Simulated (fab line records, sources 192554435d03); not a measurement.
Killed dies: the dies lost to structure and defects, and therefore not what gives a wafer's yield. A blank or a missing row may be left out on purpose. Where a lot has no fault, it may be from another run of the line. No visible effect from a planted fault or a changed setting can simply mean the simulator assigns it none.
A struck lot beside a sound one ; flow n5 finfet ; 15 steps out of a route of 1938
Sound: these wafers, L934.4, L934.5, L934.6. Struck: wafer L936.4 (left out: L936.6, a lot-mate that was not struck); the cause follows at the end.
Order at every step that has rows: each side's tool, ch and its chambers, its first start. Under that, the readings that differ: sound wafers ; struck wafers ; difference of the means ; sigmas: that difference in standard deviations of wafers without a fault.
alike: same words and numbers on both sides, and readings whose means sit less than 2 such deviations apart. not compared: any withheld reading, any reading some wafer has no value for, any bound like >300 that may hide the same value, and any number with overlapping values for which the record gives no deviation.
Wherever a step has rows on one side only, a row that says differs or no value, or a row with sigmas, the two part there. Non-overlapping numbers with no deviation appear without sigmas and do not part them. A reading that every wafer of one side lacks parts them only if that side has two wafers or more.

first, 3 steps without rows for these wafers: N5_BEOL_M5_EXPOSE_25 (exposes mask V4, defocus 10 nm); N5_BEOL_M5_PEB_26 (peb time 60 s); N5_BEOL_M5_DEVELOP_27 (develop time 30 s).
N5_BEOL_M5_CD_MEAS_28: target cd 30.6 nm, target cd y 20 nm.
  sound on cd sem-02 ch 0, day 11 23:37; struck on cd sem-01 ch 0, day 12 10:11
  alike: cd nm
N5_BEOL_M5_OVL_MEAS_29:
  sound on overlay-02 ch 0, day 11 23:39; struck on overlay-02 ch 0, day 12 10:14
  alike: V4_OVL
N5_BEOL_M5_INSPECT_30: inspects for defects (brightfield).
  sound: defect inspect-01 at day 11 23:42; struck: defect inspect-02 at day 12 10:16
  alike: raw defect count
N5_BEOL_M5_DESCUM_33: chemistry O2, time 7 s.
  sound on rie diel-01 ch 0,1,3, day 11 23:44; struck on rie diel-01 ch 3, day 12 11:11
  alike: drypump motor current A, oes product au, rf vpp V, showerhead plenum p Torr, temp c, throttle valve pct
  not compared: rf hours counter h
N5_BEOL_M5_ETCH_75: etches underlayer in N2/H2, target depth 6.5 nm, time 5.2 s.
  sound on rie diel-01 ch 0,1,3, day 11 23:46; struck on rie diel-01 ch 3, day 12 11:13
  alike: drypump motor current A, etch rf on time s, oes product au, rf vpp V, showerhead plenum p Torr, throttle valve pct
  not compared: rf hours counter h
N5_BEOL_M5_ETCH_67: etches SiARC in CF4, target depth 15.6 nm, time 26 s.
  sound on rie diel-01 ch 0,1,3, day 11 23:47; struck on rie diel-01 ch 3, day 12 11:14
  alike: drypump motor current A, etch rf on time s, oes product au, rf vpp V, showerhead plenum p Torr, throttle valve pct
  not compared: rf hours counter h
N5_BEOL_M5_ETCH_68: etches SOC in N2/H2, target depth 80 nm, overetch 16 nm, time 120 s.
  sound on rie diel-01 ch 0,1,3, day 11 23:49; struck on rie diel-01 ch 3, day 12 11:16
  alike: drypump motor current A, oes product au, rf vpp V, showerhead plenum p Torr, temp c, throttle valve pct
  not compared: rf hours counter h
then, 2 steps without rows for these wafers: N5_BEOL_M5_STRIP_69 (strips in N2/H2); N5_BEOL_M5_STRIP_76 (strips in N2/H2).
N5_BEOL_M5_VIA_ETCH_34: etches SiCOH lowk in C4F6/O2, target depth 88.3 nm, time 39.2 s.
  sound on rie diel-01 ch 0,1,3, day 11 23:55; struck on rie diel-01 ch 3, day 12 11:22
reading;sound;struck;difference;sigmas
oes product au (a.u.);0.71 0.91 0.91;1.17;+0.33;+4
model.etch.depth nm (nm);84.97 90.29 92.12;135.2;+46.1;
model.SOC_of_BEOL_M5_COAT_65.thk nm (nm);55.8 55.6 55.4;53.8;-1.8;
  alike: drypump motor current A, rf vpp V, showerhead plenum p Torr, throttle valve pct
  not compared: rf hours counter h
then, 1 step without rows for these wafers: N5_BEOL_M5_STRIP_85 (strips in C4F6/O2).
-- here the record skips 4 days between the struck wafers' starts before and after, leaving off in module BEOL_M5 and picking up in module PASSIVATION (first step shown: number 1936 of the route) --
N5_PASSIVATION_PROBE_49:
  sound: prober-01 at day 16 05:46; struck: prober-02 at day 16 14:58
reading;sound;struck;difference;sigmas
killed at other;8 2 8;0;-6;-2
  alike: defect limited yield, killed_at_M0_to_M3, killed_at_M4_up, killed at contacts, killed at front end, killed dies, killed open, killed short, sort_bin_4_leakage, sort_bin_5_function, sort_bin_6_memory, sort_bin_8_speed, sort n pass

== WHERE THEY PART ==
At N5_BEOL_M5_VIA_ETCH_34 first; at N5_PASSIVATION_PROBE_49 last (within this record only).

WHY: what the simulator had put in
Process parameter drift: rie diel-01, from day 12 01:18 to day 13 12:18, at N5_BEOL_M5_VIA_ETCH_34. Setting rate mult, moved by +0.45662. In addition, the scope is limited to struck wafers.
